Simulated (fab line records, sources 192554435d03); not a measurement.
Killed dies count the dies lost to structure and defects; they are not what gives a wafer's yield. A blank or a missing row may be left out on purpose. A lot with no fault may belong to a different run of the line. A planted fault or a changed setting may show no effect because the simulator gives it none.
fab line records | flow n5-finfet | part 1 of 2: steps 1 to 4 of 6
record: lots: 24 wafers: 72 last-day: 18
route steps=1938 shown ZERO_LAYER@14 WELL_APT@46 PMOS_HMC_CHANNEL_EPI@66 FIN_CUT@176 DUMMY_GATE@232
lots with no fault: from the same line, run without faults
start-h: hours from the record's opening day to when the first of the lot's shown wafers began | wait-h: hours since the lot's step before | " as in the row above | L1.1+2: one row covering several wafers at once | - value missing, or start not given | * or withheld: withheld | < > ~ a bound
route shown NAME@n: names a module that has steps shown in the file, with the first one's number in the route | usual: mean and standard deviation over wafers with no fault | same: alike in all rows | chamber/n: place in a boat | sites: per-site readings | _std_site: the standard deviation of these | _edge_site: outer sites' mean less inner sites' | radius-mm: for every site, how far away it sits from the centre of the wafer | mask NAME#n: copy n | behind: the most recent tool/chamber to have shaped the wafer | hold: cause of the lot's hold/its duration in hours/its outcome | device: which transistor (n, p or np) failed to switch | end of line: at the end of the route, the tests of the same wafers | a step with no rows: only its recipe | killed: dies that structure and defects cost at the first sort, which is not the same as the wafer's yield | map: a wafer's dies, marking killed ones x, the rest . and places with no die _
set.NAME: setting as actually run; set.NAME@STEP: the setting as run at that earlier step | model.NAME: the simulator's own value behind a step, which no gauge read
a sample of lots followed through the steps of the route, with each step as a table and each wafer as a row
services: when a tool's chamber went out of use (start-h, in hours from the record's first day, below 0 if earlier), for how many hours, and the reason
== steps ==
step: N5_ZERO_LAYER_DESCUM_16
recipe: chemistry: O2 time-s: 7.9 source-power-w: 50 bias-power-w: 20 pressure-mtorr: 20 rf-frequency-hz: 2.712e+07 temp-c: 40 o2-flow-sccm: 225
usual: drypump-motor-current-A: 5.8/0.52 oes-product-au: 0.79/0.075 rf-vpp-V: 243.1/1.4 showerhead-plenum-p-Torr: 2.09/0.084 throttle-valve-pct: 20.53/0.23
columns lot.wafer tool chamber start-h wait-h drypump-motor-current-A oes-product-au rf-hours-counter-h rf-vpp-V showerhead-plenum-p-Torr throttle-valve-pct
L074.1 rie-diel-05 3 12.69 0.0 5.1 0.69 198 240.9 1.99 20.62
L074.3 " 2 " " 5.0 0.68 237 243.1 2.07 20.92
L074.4 " 1 " " 5.4 0.82 85 241.3 2.01 20.19
L075.2 rie-diel-05 1 18.84 0.0 5.4 0.82 87 242.2 2.01 20.20
L075.5 " 2 " " 5.0 0.67 - 243.6 2.07 20.92
L075.6 " 3 " " 5.1 0.70 - 241.2 1.99 20.61
L076.1 rie-diel-05 0 24.81 0.0 6.8 0.91 49 244.3 2.22 20.20
L076.2 " 2 " " 5.0 0.67 241 242.0 2.06 20.93
L076.4 " 3 " " 5.1 0.71 203 242.7 1.99 20.60
L077.1 rie-diel-03 2 30.87 0.0 6.1 0.75 180 242.8 2.18 20.69
L077.4 " 0 " " 5.9 0.86 51 245.4 2.15 20.63
L077.5 " 3 " " 5.7 0.75 - 242.4 2.08 20.39
L078.3 rie-diel-06 1 36.89 0.0 6.3 0.82 107 245.1 2.20 20.79
L078.4 " 3 " " 5.9 0.91 36 243.1 2.03 20.28
L078.5 " 3 " " 5.9 0.91 - 242.9 2.03 20.30
L079.1 rie-diel-05 1 42.68 0.0 5.4 0.82 94 242.5 2.00 20.21
L079.3 " 0 " " 6.8 0.89 55 244.4 2.22 20.18
L079.4 " 2 " " 5.1 0.67 246 241.4 2.06 20.93
L080.2 rie-diel-03 0 49.16 0.5 5.9 0.84 57 243.9 2.15 20.63
L080.5 " 2 " " 6.2 0.74 - 243.8 2.18 20.71
L080.6 " 1 " " 6.1 0.77 - 242.9 2.11 20.44
L081.1 rie-diel-03 0 54.68 0.0 5.9 0.85 59 243.5 2.15 20.63
L081.3 " 3 " " 5.6 0.75 150 243.2 2.08 20.40
L081.4 " 2 " " 6.1 0.74 188 245.2 2.18 20.71
L082.2 rie-diel-05 0 60.68 0.0 6.8 0.88 60 244.7 2.22 20.20
L082.4 " 1 " " 5.4 0.81 - 243.6 2.00 20.20
L082.5 " 0 " " 6.8 0.88 - 245.4 2.22 20.19
L083.1 rie-diel-06 0 67.11 0.1 5.8 0.73 204 243.6 2.15 20.83
L083.4 " 1 " " 6.3 0.79 116 244.0 2.19 20.81
L083.5 " 0 " " 5.8 0.73 - 242.4 2.15 20.82
L084.1 rie-diel-06 3 72.80 0.0 5.9 0.90 46 242.6 2.03 20.32
L084.5 " 1 " " 6.3 0.80 - 245.6 2.19 20.80
L084.6 " 2 " " 5.4 0.74 - 242.6 1.98 20.53
L085.2 rie-diel-06 3 78.89 0.2 5.9 0.89 47 241.8 2.03 20.32
L085.3 " 1 " " 6.3 0.80 120 244.9 2.19 20.83
L085.4 " 0 " " 5.8 0.73 207 243.8 2.15 20.82
L086.1 rie-diel-05 3 84.83 0.2 5.1 0.69 221 240.0 1.98 20.65
L086.3 " 1 " " 5.4 0.81 105 241.1 2.00 20.22
L086.5 " 2 " " 5.1 0.96 - 242.8 2.06 20.54
L087.1 rie-diel-06 0 90.92 0.1 5.8 0.73 211 245.3 2.15 20.83
L087.5 " 2 " " 5.4 0.73 - 242.6 1.98 20.55
L087.6 " 1 " " 6.3 0.80 - 244.0 2.19 20.81
L088.1 rie-diel-03 1 96.91 0.3 6.1 0.75 152 242.9 2.10 20.46
L088.2 " 3 " " 5.6 0.74 164 241.8 2.07 20.42
L088.5 " 0 " " 5.9 0.83 - 245.0 2.15 20.66
L089.1 rie-diel-06 3 102.80 0.0 5.9 0.89 51 242.3 2.03 20.31
L089.4 " 1 " " 6.3 0.80 127 244.1 2.19 20.83
L089.5 " 2 " " 5.4 0.73 - 241.9 1.97 20.56
L090.2 rie-diel-05 2 108.69 0.0 5.1 0.95 12 242.6 2.06 20.54
L090.3 " 0 " " 6.8 0.87 72 245.7 2.21 20.21
L090.5 " 0 " " 6.8 0.87 - 245.8 2.21 20.23
L091.3 rie-diel-06 3 114.72 0.1 5.9 0.88 55 242.1 2.03 20.33
L091.4 " 2 " " 5.4 0.72 214 241.6 1.97 20.56
L091.5 " 1 " " 6.3 0.79 - 244.3 2.19 20.84
L092.2 rie-diel-06 3 120.70 0.0 5.9 0.88 57 242.4 2.02 20.33
L092.4 " 2 " " 5.4 0.73 215 242.2 1.97 20.57
L092.5 " 1 " " 6.3 0.79 - 244.3 2.19 20.84
L093.3 rie-diel-05 0 126.80 0.0 6.8 0.87 77 245.5 2.21 20.21
L093.5 " 3 " " 5.1 0.67 - 240.8 1.98 20.68
L093.6 " 2 " " 5.0 0.92 - 242.5 2.06 20.53
L094.2 rie-diel-05 2 132.93 0.3 5.1 0.91 19 243.2 2.06 20.55
L094.3 " 3 " " 5.1 0.68 235 241.3 1.98 20.67
L094.5 " 2 " " 5.1 0.91 - 243.2 2.05 20.55
L095.1 rie-diel-03 1 138.83 0.0 6.1 0.76 161 241.5 2.10 20.49
L095.4 " 3 " " 5.6 0.74 178 242.1 2.07 20.44
L095.6 " 1 " " 6.1 0.76 - 242.9 2.10 20.47
L096.2 rie-diel-03 0 144.80 0.0 5.9 0.82 89 243.2 2.14 20.70
L096.4 " 1 " " 6.1 0.75 162 244.0 2.10 20.48
L096.5 " 2 " " 6.1 0.72 - 243.2 2.17 20.75
L097.3 rie-diel-05 2 151.51 0.9 5.1 0.90 26 244.0 2.05 20.55
L097.5 " 2 " " 5.0 0.90 - 242.2 2.05 20.58
L097.6 " 1 " " 5.4 0.79 - 243.3 1.99 20.26
step: N5_WELL_APT_DESCUM_30
recipe: chemistry: O2 time-s: 7.9 source-power-w: 50 bias-power-w: 20 pressure-mtorr: 20 rf-frequency-hz: 2.712e+07 temp-c: 40 o2-flow-sccm: 225
usual: drypump-motor-current-A: 5.9/0.47 oes-product-au: 0.79/0.061 rf-vpp-V: 243.4/1.2 showerhead-plenum-p-Torr: 2.11/0.06 throttle-valve-pct: 20.47/0.25
columns lot.wafer tool chamber start-h wait-h drypump-motor-current-A oes-product-au rf-hours-counter-h rf-vpp-V showerhead-plenum-p-Torr throttle-valve-pct
L074.1 rie-diel-02 0 15.64 0.0 6.1 0.70 222 245.1 2.16 20.65
L074.3 " 1 " " 5.9 0.81 103 241.8 2.11 20.52
L074.4 " 3 " " 5.2 0.76 135 243.5 2.11 20.26
L075.2 rie-diel-02 1 21.27 0.1 5.8 0.82 104 244.1 2.11 20.51
L075.5 " 2 " " 6.6 0.79 - 244.9 2.20 20.77
L075.6 " 3 " " 5.2 0.76 - 243.2 2.11 20.26
L076.1 rie-diel-04 0 27.45 0.2 5.3 0.75 148 243.4 2.08 20.29
L076.2 " 1 " " 5.5 0.90 29 242.7 2.12 20.44
L076.4 " 3 " " 5.6 0.72 198 244.3 2.17 20.76
L077.1 rie-diel-04 1 32.98 0.0 5.5 0.89 30 245.2 2.12 20.44
L077.4 " 2 " " 6.0 0.86 44 243.7 2.12 19.97
L077.5 " 1 " " 5.5 0.90 - 244.2 2.12 20.42
L078.3 rie-diel-04 0 39.38 0.0 5.3 0.75 152 242.8 2.08 20.30
L078.4 " 2 " " 6.0 0.87 45 242.7 2.12 19.97
L078.5 " 2 " " 5.9 0.85 - 245.4 2.12 19.97
L079.1 rie-diel-01 3 44.91 0.0 6.7 0.74 181 243.8 2.17 20.67
L079.3 " 0 " " 5.9 0.79 121 242.7 2.00 20.09
L079.4 " 2 " " 5.6 0.83 58 242.9 2.04 20.52
L080.2 rie-diel-04 0 51.62 0.0 5.3 0.73 157 242.4 2.08 20.31
L080.5 " 0 " " 5.3 0.74 - 244.9 2.08 20.32
L080.6 " 1 " " 5.5 0.87 - 242.8 2.12 20.46
L081.1 rie-diel-02 3 56.91 0.0 5.2 0.75 148 242.7 2.11 20.27
L081.3 " 1 " " 5.8 0.81 117 242.7 2.10 20.53
L081.4 " 3 " " 5.2 0.76 - 245.1 2.11 20.27
L082.2 rie-diel-01 0 63.01 0.0 5.9 0.78 127 241.6 2.00 20.13
L082.4 " 2 " " 5.6 0.82 64 243.7 2.04 20.52
L082.5 " 0 " " 5.9 0.78 - 242.5 2.00 20.11
L083.1 rie-diel-01 2 69.65 0.0 5.6 0.81 67 241.9 2.04 20.52
L083.4 " 3 " " 6.7 0.74 - 245.2 2.17 20.70
L083.5 " 2 " " 5.6 0.81 - 243.8 2.04 20.53
L084.1 rie-diel-02 3 74.94 0.0 5.2 0.74 157 243.2 2.10 20.28
L084.5 " 2 " " 6.7 0.79 - 244.9 2.19 20.77
L084.6 " 3 " " 5.2 0.74 - 243.7 2.10 20.27
L085.2 rie-diel-01 0 80.98 0.0 5.9 0.77 135 242.5 2.00 20.12
L085.3 " 2 " " 5.6 0.81 73 242.7 2.04 20.54
L085.4 " 3 " " 6.7 0.73 196 244.3 2.17 20.69
L086.1 rie-diel-01 1 87.08 0.0 6.2 0.89 42 245.9 2.15 20.65
L086.3 " 2 " " 5.6 0.81 74 241.9 2.04 20.53
L086.5 " 0 " " 5.9 0.77 - 241.0 2.00 20.13
L087.1 rie-diel-01 0 93.26 0.0 5.9 0.77 139 241.6 2.00 20.12
L087.5 " 2 " " 5.6 0.80 - 243.7 2.04 20.54
L087.6 " 1 " " 6.2 0.89 - 246.1 2.15 20.66
L088.1 rie-diel-02 3 99.82 0.3 5.2 0.74 167 242.6 2.10 20.29
L088.2 " 1 " " 5.8 0.80 129 243.3 2.10 20.55
L088.5 " 3 " " 5.2 0.73 - 244.6 2.10 20.30
L089.1 rie-diel-04 3 105.24 0.0 5.6 0.70 229 243.8 2.16 20.81
L089.4 " 0 " " 5.3 0.73 179 244.1 2.07 20.34
L089.5 " 2 " " 6.0 0.82 - 244.7 2.11 20.01
L090.2 rie-diel-01 0 111.00 0.1 5.9 0.77 145 241.7 1.99 20.15
L090.3 " 1 " " 6.2 0.89 49 244.7 2.14 20.65
L090.5 " 0 " " 5.9 0.77 - 241.2 1.99 20.14
L091.3 rie-diel-04 2 116.98 0.0 6.0 0.82 73 243.8 2.11 20.00
L091.4 " 3 " " 5.6 0.70 232 244.4 2.16 20.83
L091.5 " 1 " " 5.5 0.85 - 243.8 2.11 20.49
L092.2 rie-diel-02 0 123.06 0.1 6.2 0.95 5 243.5 2.15 20.32
L092.4 " 3 " " 5.2 0.72 176 242.1 2.10 20.31
L092.5 " 2 " " 6.6 0.77 - 244.0 2.19 20.80
L093.3 rie-diel-01 1 130.00 0.0 6.2 0.87 55 244.2 2.14 20.68
L093.5 " 3 " " 6.7 0.71 - 245.3 2.16 20.73
L093.6 " 2 " " 5.6 0.79 - 241.4 2.03 20.56
L094.2 rie-diel-04 2 135.40 0.0 5.9 0.81 80 243.0 2.10 20.03
L094.3 " 1 " " 5.6 0.85 67 242.5 2.11 20.49
L094.5 " 0 " " 5.3 0.72 - 242.2 2.07 20.34
L095.1 rie-diel-01 0 141.02 0.1 5.9 0.75 156 241.1 1.99 20.15
L095.4 " 3 " " 6.8 0.71 216 243.3 2.16 20.72
L095.6 " 0 " " 5.9 0.75 - 241.1 1.99 20.16
L096.2 rie-diel-01 2 147.20 0.1 5.6 0.79 95 242.4 2.03 20.57
L096.4 " 3 " " 6.8 0.71 218 243.1 2.16 20.72
L096.5 " 2 " " 5.6 0.79 - 242.2 2.03 20.56
L097.3 rie-diel-01 1 153.88 0.1 6.1 0.86 63 244.4 2.14 20.68
L097.5 " 1 " " 6.1 0.86 - 242.8 2.14 20.67
L097.6 " 2 " " 5.6 0.77 - 243.1 2.03 20.58
step: N5_PMOS_HMC_CHANNEL_EPI_OVL_MEAS_10
recipe: points-per-wafer: 44
usual: PMOS_HMC_BLK_OVL: 0.3/0.8
columns lot.wafer tool chamber start-h wait-h PMOS_HMC_BLK_OVL[nm]
L074.1 overlay-02 0 17.75 0.0 0.6
L074.3 " 0 " " 0.7
L074.4 " 0 " " 0.8
L075.2 overlay-01 0 23.49 0.0 -0.8
L075.5 " 0 " " 0.0
L075.6 " 0 " " -1.4
L076.1 overlay-01 0 29.57 0.0 1.0
L076.2 " 0 " " 0.9
L076.4 " 0 " " 0.9
L077.1 overlay-02 0 35.10 0.0 0.5
L077.4 " 0 " " 1.0
L077.5 " 0 " " -0.4
L078.3 overlay-02 0 41.38 0.0 -0.4
L078.4 " 0 " " 0.7
L078.5 " 0 " " -0.9
L079.1 overlay-01 0 47.13 0.0 -0.4
L079.3 " 0 " " -1.5
L079.4 " 0 " " 0.6
L080.2 overlay-01 0 53.90 0.0 1.0
L080.5 " 0 " " -0.1
L080.6 " 0 " " 0.8
L081.1 overlay-01 0 59.02 0.0 -0.2
L081.3 " 0 " " 0.1
L081.4 " 0 " " 0.4
L082.2 overlay-02 0 65.33 0.0 0.7
L082.4 " 0 " " 1.5
L082.5 " 0 " " 0.0
L083.1 overlay-01 0 72.23 0.0 -0.6
L083.4 " 0 " " 0.3
L083.5 " 0 " " -0.9
L084.1 overlay-01 0 77.19 0.0 1.7
L084.5 " 0 " " 0.6
L084.6 " 0 " " -0.1
L085.2 overlay-02 0 83.30 0.0 0.9
L085.3 " 0 " " 0.0
L085.4 " 0 " " 0.2
L086.1 overlay-01 0 89.39 0.0 -0.6
L086.3 " 0 " " -0.2
L086.5 " 0 " " -1.3
L087.1 overlay-02 0 95.70 0.0 0.7
L087.5 " 0 " " 1.4
L087.6 " 0 " " 0.6
L088.1 overlay-02 0 101.80 0.0 0.2
L088.2 " 0 " " 0.5
L088.5 " 0 " " -0.1
L089.1 overlay-01 0 107.54 0.0 1.8
L089.4 " 0 " " 1.7
L089.5 " 0 " " 1.9
L090.2 overlay-01 0 113.00 0.0 0.5
L090.3 " 0 " " -0.2
L090.5 " 0 " " 0.3
L091.3 overlay-01 0 119.29 0.0 0.8
L091.4 " 0 " " -0.8
L091.5 " 0 " " 0.4
L092.2 overlay-01 0 125.06 0.0 -0.8
L092.4 " 0 " " -1.1
L092.5 " 0 " " -0.1
L093.3 overlay-02 0 132.31 0.0 0.8
L093.5 " 0 " " 0.1
L093.6 " 0 " " 0.8
L094.2 overlay-02 0 137.83 0.0 -0.1
L094.3 " 0 " " 0.3
L094.5 " 0 " " -0.1
L095.1 overlay-01 0 143.67 0.0 0.3
L095.4 " 0 " " -0.2
L095.6 " 0 " " -0.1
L096.2 overlay-01 0 149.54 0.0 -0.2
L096.4 " 0 " " 0.0
L096.5 " 0 " " -2.1
L097.3 overlay-01 0 156.72 0.0 2.0
L097.5 " 0 " " 2.2
L097.6 " 0 " " 1.2
step: N5_FIN_CUT_CUT_ETCH_15
recipe: chemistry: HBr/Cl2/O2 target: Si target-depth-a: 1000 bt-time-s: 10 mask-material: SOC time-s: 42.4 ion-energy-ev: * bias-w: * pressure-mtorr: 10 icp-w: 800 HBr_flow_sccm: 150 Cl2_flow_sccm: 80 O2_flow_sccm: 12
usual: drypump-motor-current-A: 5.9/0.36 mfc-cl2-sccm: 80.00/0.24 oes-product-au: 1.003/0.012 throttle-valve-pct: 37.3/0.39
columns lot.wafer tool chamber start-h wait-h drypump-motor-current-A mfc-cl2-sccm oes-product-au rf-hours-counter-h throttle-valve-pct
L074.1 rie-si-03 2 28.29 0.1 5.9 79.84 1.001 109 37.3
L074.3 " 3 " " 5.9 80.50 1.022 151 37.6
L074.4 " 1 " " 5.4 80.24 0.992 179 36.7
L075.2 rie-si-06 1 33.26 0.1 6.2 80.04 0.988 100 37.8
L075.5 " 1 " " 6.2 79.93 0.992 - 37.8
L075.6 " 2 " " 6.4 79.70 1.007 - 37.8
L076.1 rie-si-05 3 39.26 0.1 5.8 79.63 0.987 77 37.1
L076.2 " 0 " " 5.8 79.77 1.002 81 37.1
L076.4 " 2 " " 4.9 79.77 1.000 10 36.7
L077.1 rie-si-06 3 45.67 0.1 6.0 80.03 1.013 33 37.2
L077.4 " 0 " " 5.8 79.82 0.999 5 36.8
L077.5 " 2 " " 6.4 79.88 1.010 - 37.8
L078.3 rie-si-05 3 52.06 0.0 5.8 80.28 0.976 78 37.1
L078.4 " 2 " " 5.0 79.87 0.995 10 36.7
L078.5 " 1 " " 5.3 80.04 0.995 - 37.1
L079.1 rie-si-06 3 57.48 0.1 6.0 79.84 1.013 33 37.2
L079.3 " 2 " " 6.4 80.17 1.017 154 37.8
L079.4 " 0 " " 5.8 79.82 0.996 6 36.8
L080.2 rie-si-03 3 66.43 0.1 5.9 80.17 1.026 152 37.6
L080.5 " 3 " " 5.9 80.03 1.021 - 37.6
L080.6 " 0 " " 6.1 79.56 1.019 - 37.1
L081.1 rie-si-06 2 70.19 0.1 6.4 80.00 1.008 154 37.8
L081.3 " 0 " " 5.8 80.09 1.006 6 36.8
L081.4 " 1 " " 6.2 80.25 1.001 101 37.8
L082.2 rie-si-06 1 76.74 0.1 6.3 80.18 0.994 101 37.8
L082.4 " 0 " " 5.8 79.96 1.001 6 36.8
L082.5 " 0 " " 5.8 80.32 1.001 - 36.8
L083.1 rie-si-06 3 82.89 0.1 6.0 80.02 1.016 34 37.2
L083.4 " 2 " " 6.4 79.82 0.999 155 37.8
L083.5 " 1 " " 6.3 79.88 0.992 - 37.7
L084.1 rie-si-05 2 87.20 0.1 5.0 79.85 0.998 11 36.7
L084.5 " 2 " " 5.0 79.88 0.991 - 36.7
L084.6 " 0 " " 5.8 79.71 1.002 - 37.2
L085.2 rie-si-03 3 97.01 0.1 5.9 79.90 1.026 152 37.6
L085.3 " 0 " " 6.0 79.80 1.017 138 37.1
L085.4 " 2 " " 5.8 79.64 0.998 110 37.3
L086.1 rie-si-05 2 101.24 0.1 5.0 79.71 0.997 11 36.7
L086.3 " 3 " " 5.8 79.49 0.983 79 37.1
L086.5 " 1 " " 5.3 80.00 0.990 - 37.1
L087.1 rie-si-03 3 105.93 0.1 5.9 80.18 1.015 152 37.6
L087.5 " 1 " " 5.4 79.86 0.988 - 36.7
L087.6 " 0 " " 6.1 79.97 1.024 - 37.1
L088.1 rie-si-06 0 112.64 0.1 5.8 79.96 0.998 6 36.8
L088.2 " 3 " " 6.0 79.79 1.016 34 37.2
L088.5 " 3 " " 6.0 80.04 1.013 - 37.2
L089.1 rie-si-06 1 117.26 0.1 6.3 80.08 0.991 102 37.8
L089.4 " 3 " " 6.0 80.23 1.018 34 37.2
L089.5 " 3 " " 6.0 80.09 1.017 - 37.2
L090.2 rie-si-06 3 123.65 0.1 6.0 80.24 1.019 34 37.2
L090.3 " 0 " " 5.8 80.20 0.996 7 36.8
L090.5 " 3 " " 6.0 79.90 1.015 - 37.2
L091.3 rie-si-06 0 129.12 0.0 5.8 79.79 0.999 7 36.8
L091.4 " 1 " " 6.2 80.22 0.997 102 37.8
L091.5 " 2 " " 6.4 79.94 1.015 - 37.8
L092.2 rie-si-03 2 135.41 0.1 5.9 80.17 0.999 111 37.2
L092.4 " 3 " " 5.9 80.21 1.028 153 37.6
L092.5 " 1 " " 5.4 80.13 0.997 - 36.6
L093.3 rie-si-05 0 143.75 0.0 5.8 80.40 1.007 83 37.1
L093.5 " 0 " " 5.8 80.31 1.012 - 37.1
L093.6 " 1 " " 5.3 79.69 0.996 - 37.1
L094.2 rie-si-03 1 148.43 0.1 5.5 79.87 0.988 181 36.7
L094.3 " 2 " " 5.8 80.38 1.006 111 37.3
L094.5 " 2 " " 5.9 80.32 0.997 - 37.3
L095.1 rie-si-06 1 154.63 0.1 6.2 80.26 0.995 102 37.7
L095.4 " 0 " " 5.8 79.67 0.996 7 36.8
L095.6 " 0 " " 5.8 79.78 0.995 - 36.8
L096.2 rie-si-06 3 160.40 0.1 6.0 79.75 1.018 35 37.2
L096.4 " 2 " " 6.4 79.82 1.012 156 37.8
L096.5 " 0 " " 5.8 80.03 0.994 - 36.8
L097.3 rie-si-06 2 167.15 0.0 6.4 79.65 1.022 156 37.8
L097.5 " 2 " " 6.4 79.58 1.017 - 37.8
L097.6 " 1 " " 6.2 79.95 1.003 - 37.8
